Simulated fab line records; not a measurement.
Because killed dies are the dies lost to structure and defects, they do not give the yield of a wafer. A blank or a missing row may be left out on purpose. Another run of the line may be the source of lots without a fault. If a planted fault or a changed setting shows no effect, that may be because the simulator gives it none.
Which tool was responsible? + flow n5 finfet + 10 lots, 30 wafers sampled, at 6 steps of a route of 1938

WHAT EACH GAUGE READ, for each wafer
N5_BEOL_M6_INSPECT_58: inspects for defects (darkfield). Usual: raw defect count at 70, with a standard deviation of 25.
| lot  | measured     | on                | raw defect count | flag |
|------|--------------|-------------------|------------------|------|
| L428 | day 9 20:52  | defect inspect-01 | 51 54 77         |      |
| L429 | day 10 00:26 | defect inspect-01 | 71 69 60         |      |
| L432 | day 10 14:25 | defect inspect-02 | 64 57 57         |      |
| L433 | day 10 15:06 | defect inspect-02 | 661 669 642      | OFF  |
| L434 | day 11 02:46 | defect inspect-02 | 686 621 686      | OFF  |
| L437 | day 12 01:41 | defect inspect-01 | 570 538 591      | OFF  |
| L443 | day 13 11:32 | defect inspect-01 | 53 39 39         |      |
| L445 | day 13 21:41 | defect inspect-01 | 90 80 58         |      |
| L446 | day 14 10:56 | defect inspect-01 | 44 42 41         |      |
| L448 | day 14 16:53 | defect inspect-02 | 78 53 34         |      |

N5_BEOL_M7_THK_MEAS_01. Usual: for M7_ILD_THK the level is 154.7 nm and the standard deviation is 1.9.
| lot  | measured     | on            | M7_ILD_THK (nm)   | flag |
|------|--------------|---------------|-------------------|------|
| L428 | day 9 21:31  | film metro-02 | 155.0 153.1 156.5 |      |
| L429 | day 10 01:02 | film metro-02 | 154.7 156.8 157.5 |      |
| L432 | day 10 15:11 | film metro-02 | 154.7 156.9 157.1 |      |
| L433 | day 10 15:43 | film metro-02 | 153.2 151.5 155.4 |      |
| L434 | day 11 03:52 | film metro-02 | 153.6 150.6 154.4 |      |
| L437 | day 12 02:17 | film metro-02 | 154.3 153.9 155.7 |      |
| L443 | day 13 12:22 | film metro-01 | 153.0 155.1 155.4 |      |
| L445 | day 13 22:19 | film metro-01 | 153.6 152.4 156.0 |      |
| L446 | day 14 11:33 | film metro-02 | 152.2 154.4 154.0 |      |
| L448 | day 14 18:06 | film metro-02 | 152.7 153.3 153.3 |      |

N5_BEOL_M7_INSPECT_13: inspects for defects (brightfield). Usual: raw defect count at 407, with a standard deviation of 91.
| lot  | measured     | on                | raw defect count | flag |
|------|--------------|-------------------|------------------|------|
| L428 | day 9 22:53  | defect inspect-01 | 390 410 399      |      |
| L429 | day 10 02:46 | defect inspect-02 | 465 487 458      |      |
| L432 | day 10 16:35 | defect inspect-01 | 306 346 420      |      |
| L433 | day 10 16:47 | defect inspect-02 | 993 1006 935     | OFF  |
| L434 | day 11 04:37 | defect inspect-01 | 1115 1011 1096   | OFF  |
| L437 | day 12 04:20 | defect inspect-01 | 826 708 1036     | OFF  |
| L443 | day 13 14:22 | defect inspect-01 | 285 326 312      |      |
| L445 | day 14 00:30 | defect inspect-01 | 378 451 378      |      |
| L446 | day 14 13:44 | defect inspect-01 | 356 491 345      |      |
| L448 | day 14 19:13 | defect inspect-01 | 288 257 258      |      |

WHICH TOOL RAN EACH LOT (tool, then ch and the chambers of the sampled wafers, then the start)
| lot  | N5_BEOL_M6_STRIP_80                           | N5_BEOL_M6_ALD_77                   | N5_BEOL_M6_PRE_CLEAN_55         |
|------|-----------------------------------------------|-------------------------------------|---------------------------------|
| L428 | rie diel-06 ch 0,2, day 9 18:43 or earlier    | ald metal-01 ch 0,1,2, day 9 18:43  | pecvd-04 ch 0,1,2, day 9 20:45  |
| L429 | rie diel-05 ch 2,3, day 9 22:39 or earlier    | ald metal-03 ch 0,1, day 9 22:39    | pecvd-02 ch 1,2, day 10 00:19   |
| L432 | rie diel-01 ch 0,2,3, day 10 12:36 or earlier | ald metal-04 ch 0,1, day 10 12:36   | pecvd-04 ch 0,2, day 10 14:17   |
| L433 | rie diel-01 ch 0,3, day 10 13:29 or earlier   | ald metal-01 ch 1,2, day 10 13:29   | pecvd-04 ch 1,2, day 10 14:59   |
| L434 | rie diel-05 ch 1,2,3, day 11 01:04 or earlier | ald metal-03 ch 0,1,2, day 11 01:04 | pecvd-04 ch 0,1, day 11 02:39   |
| L437 | rie diel-05 ch 0,1,2, day 11 22:34 or earlier | ald metal-01 ch 0,1,2, day 11 22:34 | pecvd-04 ch 0,1,2, day 12 01:34 |
| L443 | rie diel-06 ch 0,1,2, day 13 09:23 or earlier | ald metal-04 ch 0,1,3, day 13 09:23 | pecvd-03 ch 1,2, day 13 11:23   |
| L445 | rie diel-06 ch 1,2, day 13 17:51 or earlier   | ald metal-04 ch 2,3, day 13 17:51   | pecvd-03 ch 1,2, day 13 21:32   |
| L446 | rie diel-01 ch 0,1,2, day 14 08:44 or earlier | ald metal-04 ch 1,2,3, day 14 08:44 | pecvd-02 ch 0,1, day 14 10:49   |
| L448 | rie diel-06 ch 0,1, day 14 14:17 or earlier   | ald metal-04 ch 1,2,3, day 14 14:17 | pecvd-02 ch 0,2, day 14 16:46   |
- N5_BEOL_M6_STRIP_80: strips in N2/H2, time 10 s.
- N5_BEOL_M6_ALD_77: deposits TaN, target thk 2 nm, pulse time 2 s, purge time 3 s.
- N5_BEOL_M6_PRE_CLEAN_55: time 15 s.

WHAT THE TOOLS THEMSELVES READ (means of the sampled wafers that have a number; where no wafer has one, the mark that the record gives instead)
N5_BEOL_M6_STRIP_80. Usual: chamber pressure mTorr 19.999 mTorr, standard deviation 0.019; drypump motor current A 5.7 A, standard deviation 0.53; oes product au 0.79 a.u., standard deviation 0.091; rf vpp V 59.2 V, standard deviation 0.86; showerhead plenum p Torr 2.56 Torr, standard deviation 0.08; throttle valve pct 23.59 %, standard deviation 0.27.
| lot  | tool        | chamber pressure mTorr (mTorr) | drypump motor current A (A) | oes product au (a.u.) | rf vpp V (V) | showerhead plenum p Torr (Torr) | throttle valve pct (%) | flag |
|------|-------------|--------------------------------|-----------------------------|-----------------------|--------------|---------------------------------|------------------------|------|
| L428 | rie diel-06 | 20.000                         | 5.5                         | 0.79                  | 59.2         | 2.52                            | 23.53                  |      |
| L429 | rie diel-05 | 19.965                         | 5.3                         | 0.73                  | 59.8         | 2.64                            | 23.61                  |      |
| L432 | rie diel-01 | 19.983                         | 5.5                         | 0.76                  | 59.3         | 2.56                            | 23.75                  |      |
| L433 | rie diel-01 | 20.007                         | 5.2                         | 0.75                  | 59.2         | 2.55                            | 23.76                  |      |
| L434 | rie diel-05 | 20.007                         | 5.5                         | 0.76                  | 59.9         | 2.65                            | 23.65                  |      |
| L437 | rie diel-05 | 19.983                         | 5.8                         | 0.80                  | 58.7         | 2.59                            | 23.75                  |      |
| L443 | rie diel-06 | 20.001                         | 5.6                         | 0.82                  | 58.8         | 2.52                            | 23.37                  |      |
| L445 | rie diel-06 | 19.994                         | 5.6                         | 0.79                  | 58.8         | 2.53                            | 23.27                  |      |
| L446 | rie diel-01 | 19.989                         | 5.7                         | 0.77                  | 59.7         | 2.51                            | 23.66                  |      |
| L448 | rie diel-06 | 20.019                         | 5.0                         | 0.77                  | 59.3         | 2.48                            | 23.53                  |      |

N5_BEOL_M6_ALD_77. Usual: heater power w at 426 W, with a standard deviation of 45.
| lot  | tool         | heater power w (W) | flag |
|------|--------------|--------------------|------|
| L428 | ald metal-01 | 443                |      |
| L429 | ald metal-03 | 372                |      |
| L432 | ald metal-04 | 413                |      |
| L433 | ald metal-01 | 403                |      |
| L434 | ald metal-03 | 410                |      |
| L437 | ald metal-01 | 440                |      |
| L443 | ald metal-04 | 438                |      |
| L445 | ald metal-04 | 452                |      |
| L446 | ald metal-04 | 423                |      |
| L448 | ald metal-04 | 419                |      |

THE ANSWER, worked out from the rows above alone
Rule: a lot counts as off when the mean over its wafers that have a number is more than 3 standard deviations away from the usual mean. A lot without any number at a reading at which 4 lots or more have one is off too. Where the step has rows for the other lots, those lots are counted as sound. After the gauges, taken in route order, come the tools' own readings; for these a lot's mean is taken, as printed above. The first step at which some lot is off is used, and at that step the reading that is off furthest; a lot without a number counts as furthest.
Off: L433, L434, L437 (N5_BEOL_M6_INSPECT_58, raw defect count).
A tool fits if, at a process step before that reading, it ran every lot that is off, and no sound lot after the first of them. Gauges at N5_BEOL_M6_INSPECT_58: tried the same way as those tools. Because N5_BEOL_M6_STRIP_80 lacks a start for some lots, the hours and order of its lots are taken from N5_BEOL_M6_ALD_77. One fits: N5_BEOL_M6_PRE_CLEAN_55 on pecvd-04. A fault onset in the window from L432 (day 10 14:17, its last sound lot) to L433 (day 10 14:59, its first lot off) fits.

WHAT THE SIMULATOR HAD PUT IN
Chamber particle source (pecvd-04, N5_BEOL_M6_PRE_CLEAN_55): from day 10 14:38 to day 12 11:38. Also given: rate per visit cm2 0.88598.
Lots struck among those shown: L433, L434, L437. The rule given above showed the same thing.
